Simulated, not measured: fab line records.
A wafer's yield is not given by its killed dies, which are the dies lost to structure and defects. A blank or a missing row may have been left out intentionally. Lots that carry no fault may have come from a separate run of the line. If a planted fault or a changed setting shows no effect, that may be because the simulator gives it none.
fab line records / flow nand-harc
record lots=5 wafers=15 last-day=30
route steps=1302 shown P_STI@107 P_GATE@110 END@1302
lots untouched by any fault: they come from a run of this same line in which no faults occurred
start-h: the number of hours between the record's first day and the start of the first shown wafer of the lot / wait-h: hours elapsed since this lot's preceding step / " same as the row above / L1.1+2: a single row standing in for several wafers / - value missing, or start not given / * or withheld: withheld / < > ~ a bound
route shown NAME@n: names a module that has steps shown in the file, with the first one's number in the route / usual: the fault-free wafers' mean and standard deviation / same: alike in all rows / chamber/n: place in a boat / sites: per-site readings / _std_site: their standard deviation / _edge_site: the outer-site mean with the inner-site mean subtracted / radius-mm: how far each site lies from the wafer's centre / mask NAME#n: copy n / behind: the most recent tool/chamber to have shaped the wafer / hold: cause of the lot's hold/its duration in hours/its outcome / device: the n, p or np transistor that did not switch / end of line: the route-end tests of the same wafers / where a step has no rows: the recipe by itself / killed: dies lost to structure and defects at the first sort, not the wafer's yield / map: shows each die of a wafer: x if killed, . if not, _ if none is there
set.NAME: setting as actually run; set.NAME@STEP: the setting as run at that earlier step / model.NAME: the simulator's own value behind a step, which no gauge read
a table for each step, a row for each wafer; lots at some steps of the route
services: when a tool's chamber went out of use (start-h, in hours from the record's first day, below 0 if earlier), for how many hours, and the reason
## steps
# step NHARC_P_STI_SRD_39
# step NHARC_P_STI_OXIDE_40
# recipe target-thk-a=100 temp-c=900 ox-time-s=1362 material=SiO2
# step NHARC_P_STI_INSPECT_25
# usual raw-defect-count=239/110
lot.wafer=L395.3 tool=defect-inspect-02 chamber=- start-h=157.20 wait-h=0.4 raw-defect-count=212
lot.wafer=L395.4 tool=defect-inspect-02 chamber=- start-h=157.20 wait-h=0.4 raw-defect-count=309
lot.wafer=L395.5 tool=defect-inspect-02 chamber=- start-h=157.20 wait-h=0.4 raw-defect-count=371
lot.wafer=L398.1 tool=defect-inspect-02 chamber=- start-h=178.55 wait-h=0.4 raw-defect-count=276
lot.wafer=L398.2 tool=defect-inspect-02 chamber=- start-h=178.55 wait-h=0.4 raw-defect-count=184
lot.wafer=L398.4 tool=defect-inspect-02 chamber=- start-h=178.55 wait-h=0.4 raw-defect-count=248
lot.wafer=L402.2 tool=defect-inspect-02 chamber=- start-h=216.01 wait-h=0.4 raw-defect-count=115
lot.wafer=L402.3 tool=defect-inspect-02 chamber=- start-h=216.01 wait-h=0.4 raw-defect-count=126
lot.wafer=L402.4 tool=defect-inspect-02 chamber=- start-h=216.01 wait-h=0.4 raw-defect-count=151
lot.wafer=L400.1 tool=defect-inspect-02 chamber=- start-h=216.02 wait-h=0.4 raw-defect-count=196
lot.wafer=L400.4 tool=defect-inspect-02 chamber=- start-h=216.02 wait-h=0.4 raw-defect-count=158
lot.wafer=L400.6 tool=defect-inspect-02 chamber=- start-h=216.02 wait-h=0.4 raw-defect-count=121
lot.wafer=L403.1 tool=defect-inspect-01 chamber=- start-h=233.40 wait-h=0.4 raw-defect-count=256
lot.wafer=L403.4 tool=defect-inspect-01 chamber=- start-h=233.40 wait-h=0.4 raw-defect-count=370
lot.wafer=L403.5 tool=defect-inspect-01 chamber=- start-h=233.40 wait-h=0.4 raw-defect-count=273
# step NHARC_P_GATE_ETCH_69
# recipe target-depth-a=140 chemistry=dHF material=SiO2
# step NHARC_P_GATE_PRECLEAN_70
# recipe time-s=* temp-c=50 bath-age-min=0 chemistry=SC1
# step NHARC_P_GATE_SRD_01
# step NHARC_P_GATE_OXIDE_02
# recipe target-thk-a=375 temp-c=950 p-h2o-torr=720 ox-time-s=365 material=SiO2
# step NHARC_P_GATE_DEHYDRATE_03
# recipe temp-c=150 time-s=120
# step NHARC_P_GATE_HMDS_04
# recipe time-s=30
# step NHARC_P_GATE_COAT_05
# recipe spin-rpm=4690
# step NHARC_P_GATE_SOFTBAKE_06
# recipe temp-c=122 time-s=95
# step NHARC_P_GATE_EBR_07
# step NHARC_P_GATE_EXPOSE_08
# recipe na=0.6 dose-mj=16.75 mask-id=P_HV
lot.wafer=L395.3+4+5 tool=krf-scanner-04 chamber=0 start-h=165.49 wait-h=- mask=P_HV#0
lot.wafer=L398.1+2+4 tool=krf-scanner-02 chamber=0 start-h=187.12 wait-h=- mask=P_HV#0
lot.wafer=L402.2+3+4 tool=krf-scanner-04 chamber=0 start-h=224.18 wait-h=- mask=P_HV#0
lot.wafer=L400.1+4+6 tool=krf-scanner-04 chamber=0 start-h=224.21 wait-h=- mask=P_PSD#0
lot.wafer=L403.1+4+5 tool=krf-scanner-03 chamber=0 start-h=241.70 wait-h=- mask=P_HV#0
# step NHARC_P_GATE_PEB_09
# recipe peb-temp-c=118 peb-time-s=85
# step NHARC_P_GATE_DEVELOP_10
# recipe time-s=70
# step NHARC_P_GATE_CD_MEAS_11
# recipe target-cd-nm=1640 landing-energy-ev=500
# usual cd-nm=1638.8/1.7
# same landing-energy-ev=500
lot.wafer=L395.3 tool=cd-sem-03 chamber=0 start-h=165.64 wait-h=- cd-nm=1636.1
lot.wafer=L395.4 tool=cd-sem-03 chamber=0 start-h=165.64 wait-h=- cd-nm=1640.1
lot.wafer=L395.5 tool=cd-sem-03 chamber=0 start-h=165.64 wait-h=- cd-nm=1637.4
lot.wafer=L398.1 tool=cd-sem-03 chamber=0 start-h=187.28 wait-h=- cd-nm=1637.3
lot.wafer=L398.2 tool=cd-sem-03 chamber=0 start-h=187.28 wait-h=- cd-nm=1638.4
lot.wafer=L398.4 tool=cd-sem-03 chamber=0 start-h=187.28 wait-h=- cd-nm=1638.2
lot.wafer=L402.2 tool=cd-sem-02 chamber=0 start-h=224.33 wait-h=- cd-nm=1636.7
lot.wafer=L402.3 tool=cd-sem-02 chamber=0 start-h=224.33 wait-h=- cd-nm=1636.3
lot.wafer=L402.4 tool=cd-sem-02 chamber=0 start-h=224.33 wait-h=- cd-nm=1635.4
lot.wafer=L400.1 tool=cd-sem-01 chamber=0 start-h=224.37 wait-h=- cd-nm=-
lot.wafer=L400.4 tool=cd-sem-01 chamber=0 start-h=224.37 wait-h=- cd-nm=-
lot.wafer=L400.6 tool=cd-sem-01 chamber=0 start-h=224.37 wait-h=- cd-nm=-
lot.wafer=L403.1 tool=cd-sem-02 chamber=0 start-h=241.87 wait-h=- cd-nm=1638.6
lot.wafer=L403.4 tool=cd-sem-02 chamber=0 start-h=241.87 wait-h=- cd-nm=1638.4
lot.wafer=L403.5 tool=cd-sem-02 chamber=0 start-h=241.87 wait-h=- cd-nm=1640.2
# step NHARC_P_GATE_HARDBAKE_12
# recipe temp-c=125 time-s=80
# step NHARC_END_SORT_01
# recipe temp-c=25
# usual killed-at-array=62/22 killed-at-other=1.0/1.4 killed-at-periphery=4.2/2.8 killed-dies=67/23 killed-open=3.1/1.7 killed-short=2.1/1.5
# same gross-dies=677
lot.wafer=L400.1 tool=prober-02 chamber=0 start-h=706.44 wait-h=2.5 killed-at-array=82 killed-at-other=0 killed-at-periphery=595 killed-dies=677 killed-open=7 killed-short=0
lot.wafer=L400.4 tool=prober-02 chamber=0 start-h=708.84 wait-h=3.4 killed-at-array=64 killed-at-other=0 killed-at-periphery=613 killed-dies=677 killed-open=2 killed-short=3
lot.wafer=L400.6 tool=prober-02 chamber=0 start-h=710.45 wait-h=4.0 killed-at-array=74 killed-at-other=1 killed-at-periphery=602 killed-dies=677 killed-open=4 killed-short=2
# killed by level:class
L400.1 P_GATE:area-expose=586 A_CHANNEL_HOLE_D1:chamber-film-flake=34 A_CHANNEL_HOLE_D2:chamber-film-flake=24 A_CONTACT:chamber-film-flake=5 A_SGD_CUT:chamber-film-flake=4 A_CHANNEL_FILL_D2:chamber-film-flake=4 P_STI:chamber-film-flake=3 P_GATE:chamber-film-flake=3
L400.4 P_GATE:area-expose=607 A_CHANNEL_HOLE_D1:chamber-film-flake=27 A_CHANNEL_HOLE_D2:chamber-film-flake=18 A_SLIT:chamber-film-flake=5 P_GATE:chamber-film-flake=4 A_SGD_CUT:chamber-film-flake=4 A_CONTACT:chamber-film-flake=2 P_M0:geometric-particle:open=1
L400.6 P_GATE:area-expose=598 A_CHANNEL_HOLE_D1:chamber-film-flake=33 A_CHANNEL_HOLE_D2:chamber-film-flake=24 P_STI:chamber-film-flake=3 A_CHANNEL_FILL_D2:chamber-film-flake=3 A_SGD_CUT:chamber-film-flake=3 A_CONTACT:chamber-film-flake=2 P_GATE:geometric-particle:open=1
# map L400.1 (x killed, . not)
____________x____________
_________xxxxxxx_________
_______xxxxxxxxxxx_______
______xxxxxxxxxxxxx______
_____xxxxxxxxxxxxxxx_____
____xxxxxxxxxxxxxxxxx____
____xxxxxxxxxxxxxxxxx____
___xxxxxxxxxxxxxxxxxxx___
___xxxxxxxxxxxxxxxxxxx___
__xxxxxxxxxxxxxxxxxxxxx__
__xxxxxxxxxxxxxxxxxxxxx__
_xxxxxxxxxxxxxxxxxxxxxxx_
_xxxxxxxxxxxxxxxxxxxxxxx_
_xxxxxxxxxxxxxxxxxxxxxxx_
_xxxxxxxxxxxxxxxxxxxxxxx_
_xxxxxxxxxxxxxxxxxxxxxxx_
xxxxxxxxxxxxxxxxxxxxxxxxx
xxxxxxxxxxxxxxxxxxxxxxxxx
xxxxxxxxxxxxxxxxxxxxxxxxx
xxxxxxxxxxxxxxxxxxxxxxxxx
xxxxxxxxxxxxxxxxxxxxxxxxx
_xxxxxxxxxxxxxxxxxxxxxxx_
_xxxxxxxxxxxxxxxxxxxxxxx_
_xxxxxxxxxxxxxxxxxxxxxxx_
_xxxxxxxxxxxxxxxxxxxxxxx_
_xxxxxxxxxxxxxxxxxxxxxxx_
__xxxxxxxxxxxxxxxxxxxxx__
__xxxxxxxxxxxxxxxxxxxxx__
___xxxxxxxxxxxxxxxxxxx___
___xxxxxxxxxxxxxxxxxxx___
____xxxxxxxxxxxxxxxxx____
____xxxxxxxxxxxxxxxxx____
_____xxxxxxxxxxxxxxx_____
______xxxxxxxxxxxxx______
_______xxxxxxxxxxx_______
_________xxxxxxx_________
____________x____________
# map L395.4 (x killed, . not)
____________.____________
_________......._________
_______.x........._______
______xx...........______
_____xxxxx.........._____
____xxxx.xx..........____
____xxx.xx...........____
___.xxxxx.............___
___.xxxx..............___
__...x.x...............__
__................x....__
_.....x................._
_......x................_
_.................x....x_
_........xx.x..........._
_.......xxx............._
.......xxxxx............x
.......xxxxx.............
.....x..xx.x.x..........x
.......xxxxxx............
.......xxx............x..
_........xx.x..........._
_.......xx.............._
_......................._
_......x..............x._
_......................._
__.......x.............__
__.....................__
___......x..xx........___
___....x..x...........___
____....x.x..x.......____
____...xx.xx.........____
_____.........x....._____
______.....x.......______
_______..........._______
_________x......_________
____________.____________
## services
tool=krf-scanner-04 chamber=- start-h=182.00 hours=4.0 kind=pm
tool=krf-scanner-02 chamber=- start-h=185.63 hours=1.2 kind=repair
tool=krf-scanner-02 chamber=- start-h=216.34 hours=0.6 kind=repair
tool=krf-scanner-03 chamber=- start-h=218.63 hours=8.7 kind=repair
## key
first-sign step=NHARC_P_GATE_EXPOSE_08 reading=mask direction=changed
effect step=NHARC_P_GATE_CD_MEAS_11 reading=cd-nm direction=missing
effect step=NHARC_END_SORT_01 reading=killed-at-periphery direction=up sigmas=99+ usual=4.2 struck=603.3
more-kills-born-at NHARC_P_GATE_EXPOSE_08@krf-scanner-04=1791
met-at NHARC_P_GATE_EXPOSE_08
struck-wafers L400.1,L400.4,L400.6
later-rows-left-out L400.1,L400.4,L400.6
tester-left-out L400
onset-between 224.18 224.21
fault kind=wrong-mask tool=any chamber=- onset-h=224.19 steps=NHARC_P_GATE_EXPOSE_08 aux-copy=P_PSD#0 scope=struck-lots-only
# tester-left-out: of these lots the tester's yield and bins aren't shown, on N5 and GAA mostly nor the transistor test; their killed dies are dies lost to structure and defects alone, not to doping, threshold or leakage, so they don't give the yield
# later-rows-left-out: the simulator's readings of these wafers behind a module that went badly wrong aren't trusted and aren't shown, but for the sort
